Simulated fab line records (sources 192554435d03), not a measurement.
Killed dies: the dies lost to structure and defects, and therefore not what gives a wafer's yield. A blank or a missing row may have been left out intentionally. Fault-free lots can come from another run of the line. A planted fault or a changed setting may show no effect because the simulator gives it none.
One fault seen from 3 desks | flow n5_finfet | every desk sees just its own numbers, and what lay behind them comes last
Where a reading is given only as a bound, like >300, the bound stands for it, and a mean or a difference that rests on one is marked > or <: the true number lies beyond.

== FOR THE TOOL OWNER'S DESK: rie_diel-05 ==
The tool's own readings at N5_BEOL_M0_SAQP_ETCH_88 (etches underlayer in N2/H2, target depth 6.5 nm, time 5.2 s): means of the sampled wafers that have a number, for each lot that ran on this tool. A lot is out of limits, marked OUT, if its mean lies more than 4 standard deviations from the usual mean; the brackets give that distance.
Columns: A = drypump_motor_current_A at N5_BEOL_M0_SAQP_ETCH_88, usual 5.5 A; B = etch_rf_on_time_s at N5_BEOL_M0_SAQP_ETCH_88, usual 5.18 s; C = oes_product_au at N5_BEOL_M0_SAQP_ETCH_88, usual 0.67 a.u.; D = rf_vpp_V at N5_BEOL_M0_SAQP_ETCH_88, usual 523.9 V; E = showerhead_plenum_p_Torr at N5_BEOL_M0_SAQP_ETCH_88, usual 2.53 Torr; F = throttle_valve_pct at N5_BEOL_M0_SAQP_ETCH_88, usual 17.7 %
lot  | first seen here | A   | B    | C    | D     | E    | F
L461 | day 6 11:27     | 5.6 | 5.15 | 0.64 | 524.8 | 2.60 | 17.3
L466 | day 7 23:58     | 5.5 | 5.22 | 0.65 | 521.5 | 2.49 | 17.6
L478 | day 10 15:12    | 5.4 | 5.13 | 0.71 | 524.1 | 2.55 | 17.2
Finding of this desk: none of the 3 lots has anything out of limits.

== FROM THE METROLOGY DESK ==
Means of the sampled wafers that have a number, per lot and without regard to the tool the lot ran on: this is what the gauges read. A lot is out of limits, marked OUT, if its mean lies more than 4 standard deviations from the usual mean; the brackets give that distance. Shown here are 7 of its 11 readings, the ones lying furthest out on some lot.
Columns: A = M0_ABLK_OVL at N5_BEOL_M0_CUTY_OVL_MEAS_58, usual 0.5 nm; B = IOFF_N at N5_BEOL_M4_RC_MEAS_101, usual 0.159 nA/um; C = IOFF_P at N5_BEOL_M4_RC_MEAS_101, usual 0.21 nA/um; D = ION_N at N5_BEOL_M4_RC_MEAS_101, usual 675 uA/um; E = ION_P at N5_BEOL_M4_RC_MEAS_101, usual 464 uA/um; F = VT_N at N5_BEOL_M4_RC_MEAS_101, usual 249 mV; G = VT_P at N5_BEOL_M4_RC_MEAS_101, usual -250 mV
lot  | first seen here | A    | B     | C    | D   | E   | F   | G
L458 | day 5 21:31     | 0.8  | 0.137 | 0.20 | 661 | 460 | 252 | -252
L459 | day 6 06:01     | 1.2  | 0.152 | 0.19 | 667 | 455 | 251 | -251
L461 | day 6 12:49     | -0.1 | 0.149 | 0.22 | 664 | 460 | 251 | -247
L466 | day 8 01:25     | -1.2 | 0.156 | 0.22 | 669 | 464 | 251 | -249
L468 | day 8 14:33     | 0.1  | 0.176 | 0.23 | 681 | 470 | 246 | -249
L476 | day 10 07:25    | -0.9 | 0.182 | 0.23 | 688 | 466 | 246 | -248
L478 | day 10 16:22    | 0.6  | 0.191 | 0.28 | 693 | 479 | 246 | -242
L479 | day 10 21:49    | 1.6  | 0.145 | 0.18 | 669 | 456 | 250 | -254
L481 | day 11 08:54    | 1.7  | 0.176 | 0.23 | 683 | 470 | 246 | -247
Finding of this desk: none of the 9 lots has anything out of limits.

== THE DEFECT DESK ==
For each lot, the counts of the inspections along the route, averaged over the sampled wafers that have a number. A lot is out of limits, marked OUT, if its mean lies more than 4 standard deviations from the usual mean; the brackets give that distance.
Columns: A = raw_defect_count at N5_BEOL_M0_CUTY_INSPECT_59, usual 2.0
lot  | first seen here | A
L458 | day 5 21:33     | 1.0
L459 | day 6 06:03     | 3.7
L461 | day 6 12:50     | 2.3
L466 | day 8 01:27     | 1.7
L468 | day 8 14:35     | 1.3
L476 | day 10 07:26    | 1.0
L478 | day 10 16:24    | >102 (>+66) OUT
L479 | day 10 21:50    | 0.0
L481 | day 11 08:55    | 3.3
This desk finds L478 out of limits, L478 being first, at day 10 16:24 (raw_defect_count at N5_BEOL_M0_CUTY_INSPECT_59). Within limits: L458, L459, L461, L466, L468, L476, L479, L481.

== ALL TOGETHER ==
The defect desk could have raised an alarm at day 10 16:24, on L478.
The tool owner's desk saw nothing out of limits.
Metrology desk: nothing out of limits seen.
The tool owner's desk has L478 on record, within its limits.
The metrology desk holds a record of L478, inside its limits.
All the named lots went through N5_BEOL_M0_SAQP_ETCH_88 on rie_diel-05.

== WHAT THE SIMULATOR PUT IN ==
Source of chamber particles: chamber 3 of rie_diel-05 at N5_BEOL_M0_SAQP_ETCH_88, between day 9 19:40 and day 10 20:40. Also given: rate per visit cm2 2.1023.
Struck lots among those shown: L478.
Hours from the fault's start to each desk's first reading out of limits: the defect desk, 21.
